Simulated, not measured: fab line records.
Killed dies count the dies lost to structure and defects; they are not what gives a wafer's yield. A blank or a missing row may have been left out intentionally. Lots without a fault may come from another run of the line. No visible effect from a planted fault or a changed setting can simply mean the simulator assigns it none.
Code-filled problem report in 8D (eight disciplines) form :: flow n5Finfet :: the parts of the form that need people (team, actions taken, sign-off) are left out

1. PROBLEM STATEMENT
spinSpeedRpm at N5_BEOL_M5_COAT_71 reads a mean of 1330.9 rpm on 6 wafers of 2 lots; wafers without a fault read 1500.0 rpm with a standard deviation of 0.98. That is -99 or more standard deviations from the usual mean.
The step: time 60 s, resist thk 5 nm.
Earliest sighting: wafer L476.3 on lithoTrack-03 at day 8 16:05. Wafers with a number at this step in the record: 18, from 6 lots. Rule for "out", or "out of limits": more than 4 standard deviations from the usual mean. All remaining wafers that have a number are taken as sound.

2. WHAT IT IS, AND WHAT IT ISN'T
question: which readings at this step
is: spinSpeedRpm
is not: plateTempC

question: which lots
is: L476, L477
is not: L475, L487, L489, L491

question: which wafers of those lots
is: all that have a number
is not: -

question: read on which tools
is: lithoTrack-03
is not: lithoTrack-01, lithoTrack-02

question: when
is: from day 8 16:05
is not: up to then (3 sound wafers); but 9 sound wafers of L487, L489, L491 came after

3. SUSPECTS, AND WHAT RULES EACH OUT
Counting: a tool stays on the suspect list if, at a process step up to the reading, it processed all lots that are out and no sound lot following the first of them.
- uvCure-03 at N5_BEOL_M5_CURE_79 (cures SiCOH lowk, time 240 s): ruled out as a lasting fault. The sound lots L487 went through it after L476, its earliest lot that is out (day 8 14:20).
- pvdSputter-01 at N5_BEOL_M5_HM_DEP_02 (deposits TiN, target thk 20 nm): kept. Every lot that is out went through it, starting with L476 (day 8 15:57), and after that it ran no sound lot; the last sound lot it ran before then is L475 (day 8 15:29).
- lithoTrack-03 at N5_BEOL_M5_COAT_71 (time 60 s, resist thk 5 nm): kept. Every lot that is out went through it, starting with L476 (day 8 16:05), and after that it ran no sound lot; the last sound lot it ran before then is L475 (day 8 15:37). Its own spinSpeedRpm readings are out on those wafers.
After counting, pvdSputter-01 at N5_BEOL_M5_HM_DEP_02 and lithoTrack-03 at N5_BEOL_M5_COAT_71 remain.

4. THE CAUSE (what the simulator had put in)
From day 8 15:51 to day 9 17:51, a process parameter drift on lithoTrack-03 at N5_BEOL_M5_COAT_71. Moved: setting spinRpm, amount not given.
Counting leaves 2 suspects; this tool is one of them.

5. THE EFFECT CHAIN, in route order
Each row: a reading whose mean over the struck wafers that have a number lies more than 3 standard deviations from the usual. Only readings whose record carries a usual standard deviation are examined. hours: median over the lots of the time between each lot's start at the first step of this table that gives one and its start at this step. sigmas: the change, counted in usual standard deviations.
hours: 0
step: N5_BEOL_M5_COAT_71
reading: spinSpeedRpm
usual: 1500.0 rpm
on struck wafers: 1330.9
change: -169.1
sigmas: -99 or more
Its process steps:
- N5_BEOL_M5_COAT_71: time 60 s, resist thk 5 nm.
At these later measuring or inspecting steps, every struck wafer for which the step has a row has a number for every such reading, and none has moved that far: N5_BEOL_M5_CD_MEAS_11, N5_BEOL_M5_OVL_MEAS_12, N5_BEOL_M5_INSPECT_13.

6. HOW IT WOULD HAVE BEEN CAUGHT EARLIER
0 hours passed between the start of the fault at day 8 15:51 and the first reading out of limits in this record, taken at day 8 16:05.
